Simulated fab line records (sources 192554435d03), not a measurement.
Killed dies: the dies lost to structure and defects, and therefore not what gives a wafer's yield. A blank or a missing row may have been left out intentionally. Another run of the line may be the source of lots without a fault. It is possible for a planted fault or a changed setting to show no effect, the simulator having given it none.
Split-lot trial	flow n5_finfet	7 lots, 39 wafers read, on a route of 1938 steps

== THE SPLIT ITSELF ==
At N5_BEOL_M4_TRENCH_ETCH_37 (etches SiOC in C4F6/O2, target depth 55.555 nm, time 29.2 s), the setting time_s was moved away from the recipe's 29.2 s on 15 of the 39 wafers read, by -51.8% to +59.5%. All remaining wafers had this setting at the recipe value.

== FROM THE SPLIT TO THE READING: what the file shows between them, 4 steps ==
- N5_BEOL_M4_ETCH_41: etches SiCN in CH3F/O2, target depth 29.9 nm, time 52.5 s
- N5_BEOL_M4_STRIP_97: strips in N2/H2, time 10 s
- N5_BEOL_M4_ECD_50: material Cu, target thk 300 nm
- N5_BEOL_M4_ANNEAL_51: time 90 s

== THE READING ==
Cu_of_BEOL_M4_ECD_50.thk_nm (the simulator's own value, which no gauge read), in nm, at N5_BEOL_M4_CMP_52 (polishes, stops on SiOC, t overpolish 6.8 s, target thk 40 nm). The file gives no usual value for it. Average 39.7 nm, standard deviation 1.5 nm, over the 24 wafers here run with the recipe.

wafer	tool, chamber at the split	time_s as run, s	against the recipe	Cu_of_BEOL_M4_ECD_50.thk_nm, nm	against lot-mates on the recipe
L078.4	rie_diel-05, 0	29.2	recipe	40.2	-
L078.2	rie_diel-05, 0	29.2	recipe	36.6	-
L078.6	rie_diel-05, 2	29.2	recipe	38.8	-
L079.4	rie_diel-05, 3	46.56	+59.5%	72.6	+33.0
L079.1	rie_diel-05, 2	29.2	recipe	38.4	-
L079.3	rie_diel-05, 0	46.56	+59.5%	70.4	+30.8
L079.2	rie_diel-05, 1	29.2	recipe	40.8	-
L079.6	rie_diel-05, 2	46.56	+59.5%	72.8	+33.2
L079.5	rie_diel-05, 1	29.2	recipe	39.6	-
L086.2	rie_diel-05, 2	29.2	recipe	40.6	-
L086.4	rie_diel-05, 1	29.2	recipe	40.2	-
L086.6	rie_diel-05, 3	29.2	recipe	40.2	-
L086.1	rie_diel-05, 3	29.2	recipe	39.8	-
L086.3	rie_diel-05, 0	29.2	recipe	41.2	-
L086.5	rie_diel-05, 0	29.2	recipe	39.4	-
L087.1	rie_diel-02, 3	43.99	+50.7%	65.8	+27.1
L087.3	rie_diel-02, 2	43.99	+50.7%	66.6	+27.9
L087.2	rie_diel-02, 1	43.99	+50.7%	70	+31.3
L087.4	rie_diel-02, 0	29.2	recipe	39.8	-
L087.5	rie_diel-02, 3	29.2	recipe	37.8	-
L087.6	rie_diel-02, 0	29.2	recipe	38.6	-
L089.2	rie_diel-04, 1	29.2	recipe	42.2	-
L089.5	rie_diel-04, 3	29.2	recipe	42.2	-
L089.4	rie_diel-04, 0	29.2	recipe	41.6	-
L089.3	rie_diel-04, 0	20.67	-29.2%	25	-17.0
L089.1	rie_diel-04, 3	20.67	-29.2%	26.2	-15.8
L089.6	rie_diel-04, 1	20.67	-29.2%	25.4	-16.6
L093.2	rie_diel-02, 1	14.07	-51.8%	12.2	-28.2
L093.3	rie_diel-02, 0	14.07	-51.8%	12.8	-27.6
L093.5	rie_diel-02, 0	14.07	-51.8%	12.8	-27.6
L093.4	rie_diel-02, 3	29.2	recipe	39	-
L093.1	rie_diel-02, 2	29.2	recipe	40.6	-
L093.6	rie_diel-02, 1	29.2	recipe	41.6	-
L096.3	rie_diel-02, 0	22.63	-22.5%	26.2	-11.6
L096.4	rie_diel-02, 1	22.63	-22.5%	26.8	-11.0
L096.2	rie_diel-02, 3	22.63	-22.5%	26.4	-11.4
L096.1	rie_diel-02, 2	29.2	recipe	38	-
L096.5	rie_diel-02, 0	29.2	recipe	38	-
L096.6	rie_diel-02, 3	29.2	recipe	37.4	-

THE FIT
A straight line over all 39 wafers: Cu_of_BEOL_M4_ECD_50.thk_nm changes by +0.536 nm for each +1% of time_s; r = +1.00; the points scatter about the line by 1.5 nm.
The same after taking each lot's own level away (the mean of its wafers on the recipe; 39 wafers): +0.547 nm for each +1%; r = +1.00; scatter 1 nm.
Per that fit: largest time_s move, reading shift of 33 nm.
Across the lots, their own levels run from 37.80 to 42.00 nm, a range of 2.8 times the standard deviation given above.
The two slopes are in agreement: the lot-to-lot level therefore moves the slope only a little.
Check: with one of the wafers moved furthest among these (+59.5%) left out of the fit, the line predicts +32.6 nm for it against its lot-mates. It came out at +33 nm against them.

== OTHER SPLITS ON THESE WAFERS ==
Note: prior to the reading, these wafers also went through further splits. Each is held against what the fit with the lots' levels taken away leaves over:
other split on the same wafers	wafers away from the commonest value	r with Cu_of_BEOL_M4_ECD_50.thk_nm (lot level and that fit taken away)
N5_STI_FIN_REVEAL_ETCHBACK_08 time_s	12	+0.02
N5_BEOL_M0_SAQP_ETCH_106 target_depth_a	12	+0.20
N5_BEOL_M4_ILD_DEP_00 target_thk_a	18	+0.08

== THE WHOLE CHAIN: every reading that the file lists as answering this split, in the file's order ==
step	what it does	reading	change (the file's fit)	r (the file's)
N5_BEOL_M4_TRENCH_ETCH_37	etches SiOC in C4F6/O2, target depth 55.555 nm, time 29.2 s	BEOL_M4.feature_depth_nm (the simulator's own value, which no gauge read)	+0.541 nm for each +1% of the setting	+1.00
N5_BEOL_M4_TRENCH_ETCH_37	etches SiOC in C4F6/O2, target depth 55.555 nm, time 29.2 s	etch.depth_nm (the simulator's own value, which no gauge read)	+0.541 nm for each +1% of the setting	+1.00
N5_BEOL_M4_TRENCH_ETCH_37	etches SiOC in C4F6/O2, target depth 55.555 nm, time 29.2 s	TiN_of_BEOL_M4_HM_DEP_02.thk_nm (the simulator's own value, which no gauge read)	-0.0231 nm for each +1% of the setting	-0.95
N5_BEOL_M4_CMP_52	polishes, stops on SiOC, t overpolish 6.8 s, target thk 40 nm	Cu_of_BEOL_M4_ECD_50.thk_nm (the simulator's own value, which no gauge read)	+0.548 nm for each +1% of the setting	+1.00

== THE FILE'S OWN FIT ==
Cu_of_BEOL_M4_ECD_50.thk_nm changes by +0.548 nm for each +1% of time_s, r = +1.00.
